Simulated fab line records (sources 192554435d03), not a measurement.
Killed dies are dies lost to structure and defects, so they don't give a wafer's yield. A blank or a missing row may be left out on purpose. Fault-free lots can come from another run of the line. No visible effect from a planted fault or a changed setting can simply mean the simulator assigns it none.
Split-lot trial ; flow n5-finfet ; on a route of 1938 steps: 7 lots, 21 wafers read

## THE SPLIT ITSELF
At N5_FIN_CUT_COAT_19 (time 60 s, resist thk 20 nm), the setting spin-rpm was moved away from the recipe's 1500 rpm on 6 of the 21 wafers read, by -10.9% to +9.8%. The other wafers ran this setting at the recipe's value.

## FROM THE SPLIT TO THE READING: what the file shows between them, 4 steps
- N5_FIN_CUT_COAT_29: time 60 s, resist thk 10 nm
- N5_FIN_CUT_COAT_02: resist thk 30 nm
- N5_FIN_CUT_DESCUM_13: chemistry O2, time 7 s
- N5_FIN_CUT_ETCH_30: etches underlayer in N2/H2, target depth 13 nm, time 10.4 s

## THE READING
etch.depth-nm (the simulator's own value, which no gauge read), in nm, at N5_FIN_CUT_ETCH_20 (etches SiARC in CF4, target depth 26 nm, time 43.3 s). There is no usual value for it anywhere in the file. Here, 15 wafers ran the recipe; their average is 20.02 nm with a standard deviation of 0.053 nm.

wafer;tool, chamber at the split;spin-rpm as run, rpm;against the recipe;etch.depth-nm, nm;against lot-mates on the recipe
L074.2;litho-track-03, 0;1500;recipe;20.06;-
L074.4;litho-track-03, 0;1500;recipe;20.01;-
L074.5;litho-track-03, 0;1500;recipe;20.01;-
L075.3;litho-track-04, 0;1500;recipe;19.98;-
L075.4;litho-track-04, 0;1500;recipe;20.02;-
L075.5;litho-track-04, 0;1500;recipe;20.02;-
L080.2;litho-track-04, 0;1500;recipe;20.06;-
L080.3;litho-track-04, 0;1337;-10.9%;21.25;+1.14
L080.4;litho-track-04, 0;1500;recipe;20.16;-
L084.1;litho-track-04, 0;1500;recipe;20.09;-
L084.3;litho-track-04, 0;1500;recipe;19.98;-
L084.5;litho-track-04, 0;1500;recipe;20.04;-
L086.2;litho-track-04, 0;1500;recipe;19.97;-
L086.4;litho-track-04, 0;1587;+5.8%;19.43;-0.54
L086.6;litho-track-04, 0;1587;+5.8%;19.5;-0.47
L091.1;litho-track-03, 0;1647;+9.8%;19.03;-0.90
L091.4;litho-track-03, 0;1647;+9.8%;19.02;-0.91
L091.6;litho-track-03, 0;1500;recipe;19.93;-
L097.3;litho-track-04, 0;1500;recipe;20.01;-
L097.4;litho-track-04, 0;1449;-3.4%;20.35;+0.34
L097.6;litho-track-04, 0;1500;recipe;20;-

FIT RESULTS
A straight line over all 21 wafers: etch.depth-nm changes by -0.104 nm for each +1% of spin-rpm; r = -0.99; the points scatter about the line by 0.055 nm.
The same after taking each lot's own level away (the mean of its wafers on the recipe; 21 wafers): -0.0961 nm for each +1%; r = -1.00; scatter 0.04 nm.
That fit puts the effect of the largest move of spin-rpm on the reading at 1 nm.
Across the lots, their own levels run from 19.930 to 20.110 nm, a range of 3.4 times the standard deviation given above.
So the lot-to-lot level changes the slope little: the two slopes agree.
Check: for one of the wafers moved furthest among these (-10.9%), held out of the fit, the line's prediction against its lot-mates is +1 nm. It came out at +1.14 nm against them.

## OTHER SPLITS APPLIED TO THESE WAFERS
Other splits were also applied to these wafers ahead of the reading. Each is held against what the fit with the lots' levels taken away leaves over:
other split on the same wafers;wafers away from the commonest value;r with etch.depth-nm (lot level and that fit taken away)
N5_PMOS_HMC_CHANNEL_EPI_EXPOSE_06 dose-mj;9;+0.16
N5_PMOS_HMC_CHANNEL_EPI_DEVELOP_08 develop-time-s;5;+0.43

## THE WHOLE CHAIN: every reading that the file lists as answering this split, in the file's order
step;what it does;reading;change (the file's fit);r (the file's)
N5_FIN_CUT_COAT_19;time 60 s, resist thk 20 nm;SiARC_of_FIN_CUT_COAT_19.thk-nm (the simulator's own value, which no gauge read);-0.103 nm for each +1% of the setting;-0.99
N5_FIN_CUT_ETCH_20;etches SiARC in CF4, target depth 26 nm, time 43.3 s;etch.depth-nm (the simulator's own value, which no gauge read);-0.0974 nm for each +1% of the setting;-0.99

## FILE'S OWN FIT
etch.depth-nm changes by -0.0974 nm for each +1% of spin-rpm, r = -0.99.
